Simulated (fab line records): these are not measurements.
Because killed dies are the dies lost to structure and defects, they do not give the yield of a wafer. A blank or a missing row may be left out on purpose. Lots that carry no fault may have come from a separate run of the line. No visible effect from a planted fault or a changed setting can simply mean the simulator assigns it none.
What tool caused it? | flow n5-finfet | 29 wafers from 10 lots sampled at 4 of the route's 1938 steps

WHAT THE GAUGES READ, wafer by wafer
N5_BEOL_M1_THK_MEAS_53: measures by xrf.
lot  | measured     | on            | M1_THK (nm)
L821 | day 8 23:39  | film-metro-01 | 39.6 41.0 38.1
L830 | day 10 07:53 | film-metro-01 | 39.3 36.7 38.5
L825 | day 10 10:58 | film-metro-01 | 39.5 38.7 40.8
L822 | day 10 12:18 | film-metro-02 | 38.5 40.2 41.3
L826 | day 10 15:05 | film-metro-02 | 147.5 41.2 41.1
L829 | day 11 01:25 | film-metro-02 | 142.6 157.0 39.8
L827 | day 11 04:05 | film-metro-01 | 38.7 143.4 39.4
L832 | day 11 18:46 | film-metro-02 | 38.7 41.2 41.1
L840 | day 12 06:17 | film-metro-01 | 41.1 40.1
L842 | day 12 14:01 | film-metro-02 | 39.1 37.5 40.0

EACH LOT AND THE TOOL THAT RAN IT (in order: tool; ch and the chambers of the sampled wafers; start)
lot  | N5_BEOL_M1_ANNEAL_93         | N5_BEOL_M1_SPUTTER_96        | N5_BEOL_M1_CMP_52
L821 | pvd-sputter-01, day 8 22:25  | pvd-sputter-01, day 8 22:46  | cmp-01 ch 1,2,3, day 8 23:26
L830 | pvd-sputter-03, day 10 06:44 | pvd-sputter-03, day 10 07:05 | cmp-03 ch 0,2,3, day 10 07:37
L825 | pvd-sputter-01, day 10 09:49 | pvd-sputter-01, day 10 10:11 | cmp-03 ch 0,2,3, day 10 10:40
L822 | pvd-sputter-03, day 10 11:09 | pvd-sputter-03, day 10 11:31 | cmp-01 ch 1,2, day 10 12:02
L826 | pvd-sputter-01, day 10 13:56 | pvd-sputter-01, day 10 14:18 | cmp-03 ch 0,3, day 10 14:50
L829 | pvd-sputter-01, day 11 00:15 | pvd-sputter-01, day 11 00:37 | cmp-03 ch 0,1,3, day 11 01:07
L827 | pvd-sputter-03, day 11 02:43 | pvd-sputter-03, day 11 03:05 | cmp-03 ch 1,2,3, day 11 03:47
L832 | pvd-sputter-01, day 11 17:37 | pvd-sputter-01, day 11 17:58 | cmp-01 ch 0,1,3, day 11 18:28
L840 | pvd-sputter-02, day 12 05:08 | pvd-sputter-02, day 12 05:29 | cmp-01 ch 0,2, day 12 06:06
L842 | pvd-sputter-02, day 12 12:52 | pvd-sputter-02, day 12 13:14 | cmp-01 ch 0,1,2, day 12 13:48
- N5_BEOL_M1_ANNEAL_93: time 240 s.
- N5_BEOL_M1_SPUTTER_96: material Cu, target thk 4.5 nm, time 8.29 s.
- N5_BEOL_M1_CMP_52: polishes, stops on SiOC, t overpolish 6.8 s, target thk 40 nm.

THE ANSWER, worked out from the rows above alone
Rule: what is usual is taken from the lots themselves. The widest of any qualifying gaps counts: lots, ordered by their means at a reading, are off when they make up no more than a third of the lots, leave a main group of 4 or more, and stand apart from it by 3 or more times the standard deviation of that group's means. The tables above print the reading to a certain number of digits; a main group whose means all agree to those digits is not used. Also off: a lot with no number at a reading for which 4 or more lots have one. Where the step has rows for the other lots, those lots are counted as sound.
Off: L826, L829, L827, seen at N5_BEOL_M1_THK_MEAS_53 (M1_THK). The main group has a mean of 39.6 nm with a standard deviation of 0.78.
A tool fits if, at a process step before that reading, it ran every lot that is off, and no sound lot after the first of them. The gauges at N5_BEOL_M1_THK_MEAS_53 are tried like those tools. One candidate fits, namely cmp-03 at N5_BEOL_M1_CMP_52. Its last sound lot is L825 (day 10 10:40), its first lot that is off L826 (day 10 14:50): a fault that began between those two fits.

WHAT THE SIMULATOR PUT IN
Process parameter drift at N5_BEOL_M1_CMP_52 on cmp-03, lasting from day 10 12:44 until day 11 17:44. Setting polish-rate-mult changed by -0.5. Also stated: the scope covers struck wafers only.
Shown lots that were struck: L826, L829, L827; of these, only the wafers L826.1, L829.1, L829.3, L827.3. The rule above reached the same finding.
